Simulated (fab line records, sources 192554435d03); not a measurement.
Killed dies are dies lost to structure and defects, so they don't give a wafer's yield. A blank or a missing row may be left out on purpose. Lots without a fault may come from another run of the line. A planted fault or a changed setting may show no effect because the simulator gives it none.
Split-lot experiment | flow n5_finfet | 7 lots, 39 wafers read, on a route of 1938 steps

THE SPLIT
At N5_BEOL_M13_ETCH_59 (etches BARC in N2/H2, target depth 89 nm, overetch 26.7 nm, time 67.9 s), the setting time_s was moved away from the recipe's 67.9 s on 18 of the 39 wafers read, by -44.4% to +47.3%. The other wafers ran this setting at the recipe's value.

FROM THE SPLIT TO THE READING: what the file shows between them, 5 steps
- N5_BEOL_M13_VIA_ETCH_16: etches SiOC in C4F8/O2/Ar, target depth 921.7 nm
- N5_BEOL_M13_STRIP_63: strips in N2/H2
- N5_BEOL_M13_STRIP_64: strips in N2/H2
- N5_BEOL_M13_STRIP_71: strips in post etch residue remover, time 60 s
- N5_BEOL_M13_SRD_72: time 30 s, dry time 30 s

THE READING
cd_nm, in nm, at N5_BEOL_M13_CD_MEAS_17 (target cd 190 nm). Fault-free wafers of this fab line usually give 190.0 nm, standard deviation 1.2 nm.

wafer  | tool, chamber at the split | time_s as run, s | against the recipe | cd_nm, nm | against lot-mates on the recipe
L076.1 | rie_diel-01, 2             | 67.9             | recipe             | 190.5     | -
L076.4 | rie_diel-01, 0             | 67.9             | recipe             | 189.9     | -
L076.5 | rie_diel-01, 2             | 67.9             | recipe             | 190.1     | -
L077.1 | rie_diel-03, 1             | 50.85            | -25.1%             | 187.5     | -3.2
L077.2 | rie_diel-03, 0             | 50.85            | -25.1%             | 189.1     | -1.6
L077.3 | rie_diel-03, 3             | 67.9             | recipe             | 191.1     | -
L077.4 | rie_diel-03, 1             | 50.85            | -25.1%             | 187.9     | -2.8
L077.5 | rie_diel-03, 0             | 67.9             | recipe             | 190.2     | -
L077.6 | rie_diel-03, 3             | 67.9             | recipe             | 190.9     | -
L078.1 | rie_diel-03, 1             | 52.89            | -22.1%             | 189.4     | -2.8
L078.2 | rie_diel-03, 3             | 67.9             | recipe             | 192.2     | -
L078.3 | rie_diel-03, 0             | 67.9             | recipe             | 192.3     | -
L078.4 | rie_diel-03, 3             | 52.89            | -22.1%             | 189.3     | -2.9
L078.5 | rie_diel-03, 0             | 67.9             | recipe             | 192.2     | -
L078.6 | rie_diel-03, 1             | 52.89            | -22.1%             | 189.4     | -2.8
L079.1 | rie_diel-03, 0             | 67.9             | recipe             | 190.7     | -
L079.2 | rie_diel-03, 1             | 67.9             | recipe             | 190.0     | -
L079.3 | rie_diel-03, 3             | 99.99            | +47.3%             | 197.0     | +6.9
L079.4 | rie_diel-03, 3             | 99.99            | +47.3%             | 197.9     | +7.8
L079.5 | rie_diel-03, 0             | 67.9             | recipe             | 189.6     | -
L079.6 | rie_diel-03, 1             | 99.99            | +47.3%             | 196.8     | +6.7
L086.1 | rie_diel-03, 0             | 37.72            | -44.4%             | 183.0     | -6.7
L086.2 | rie_diel-03, 2             | 67.9             | recipe             | 189.2     | -
L086.3 | rie_diel-03, 3             | 67.9             | recipe             | 189.5     | -
L086.4 | rie_diel-03, 1             | 37.72            | -44.4%             | 184.4     | -5.3
L086.5 | rie_diel-03, 2             | 37.72            | -44.4%             | 183.4     | -6.3
L086.6 | rie_diel-03, 3             | 67.9             | recipe             | 190.4     | -
L088.1 | rie_diel-03, 1             | 67.9             | recipe             | 190.5     | -
L088.2 | rie_diel-03, 3             | 67.9             | recipe             | 189.7     | -
L088.3 | rie_diel-03, 2             | 99.64            | +46.7%             | 197.2     | +7.1
L088.4 | rie_diel-03, 0             | 99.64            | +46.7%             | 196.0     | +5.9
L088.5 | rie_diel-03, 3             | 99.64            | +46.7%             | 196.3     | +6.2
L088.6 | rie_diel-03, 0             | 67.9             | recipe             | 190.2     | -
L091.1 | rie_diel-01, 1             | 43.67            | -35.7%             | 184.0     | -5.1
L091.2 | rie_diel-01, 3             | 67.9             | recipe             | 189.2     | -
L091.3 | rie_diel-01, 0             | 67.9             | recipe             | 188.8     | -
L091.4 | rie_diel-01, 2             | 43.67            | -35.7%             | 185.1     | -4.0
L091.5 | rie_diel-01, 2             | 43.67            | -35.7%             | 186.8     | -2.3
L091.6 | rie_diel-01, 3             | 67.9             | recipe             | 189.3     | -

THE FIT
A straight line over all 39 wafers: cd_nm changes by +0.134 nm for each +1% of time_s; r = +0.95; the points scatter about the line by 1.1 nm.
The same after taking each lot's own level away (the mean of its wafers on the recipe; 39 wafers): +0.134 nm for each +1%; r = +0.98; scatter 0.65 nm.
On that fit, the largest move of time_s shifts the reading by 6.3 nm.
The lots' own levels span 189.10 to 192.23 nm, that is 2.6 times the standard deviation above.
So the lot-to-lot level changes the slope little: the two slopes agree.
Check: with one of the wafers moved furthest among these (+47.3%) left out of the fit, the line predicts +6.48 nm for it against its lot-mates. It came out at +6.9 nm against them.

OTHER SPLITS ON THESE WAFERS
These wafers also went through other splits before the reading. Each is held against what the fit with the lots' levels taken away leaves over:
other split on the same wafers     | wafers away from the commonest value | r with cd_nm (lot level and that fit taken away)
N5_BEOL_M9_ILD_DEP_00 target_thk_a | 12                                   | -0.06

THE WHOLE CHAIN: every reading that the file lists as answering this split, in the file's order
step                    | what it does                                                            | reading                                                                          | change (the file's fit)                                                              | r (the file's)
N5_BEOL_M13_ETCH_59     | etches BARC in N2/H2, target depth 89 nm, overetch 26.7 nm, time 67.9 s | etch.depth_nm (the simulator's own value, which no gauge read)                   | not straight: 62.94 at the lowest setting, 88.87 at the recipe, 89.05 at the highest | not given
N5_BEOL_M13_ETCH_59     | etches BARC in N2/H2, target depth 89 nm, overetch 26.7 nm, time 67.9 s | coat_of_BEOL_M13_COAT_04.thk_nm (the simulator's own value, which no gauge read) | -0.655 nm for each +1% of the setting                                                | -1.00
N5_BEOL_M13_VIA_ETCH_16 | etches SiOC in C4F8/O2/Ar, target depth 921.7 nm                        | coat_of_BEOL_M13_COAT_04.thk_nm (the simulator's own value, which no gauge read) | -0.653 nm for each +1% of the setting                                                | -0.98
N5_BEOL_M13_STRIP_63    | strips in N2/H2                                                         | oes_product_au                                                                   | -0.000396 a.u. for each +1% of the setting                                           | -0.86
N5_BEOL_M13_STRIP_63    | strips in N2/H2                                                         | strip_time_to_endpoint_s                                                         | withheld for each +1% of the setting                                                 | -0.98
N5_BEOL_M13_CD_MEAS_17  | target cd 190 nm                                                        | cd_nm                                                                            | +0.133 nm for each +1% of the setting                                                | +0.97

THE FILE'S OWN FIT
cd_nm changes by +0.133 nm for each +1% of time_s, r = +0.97.
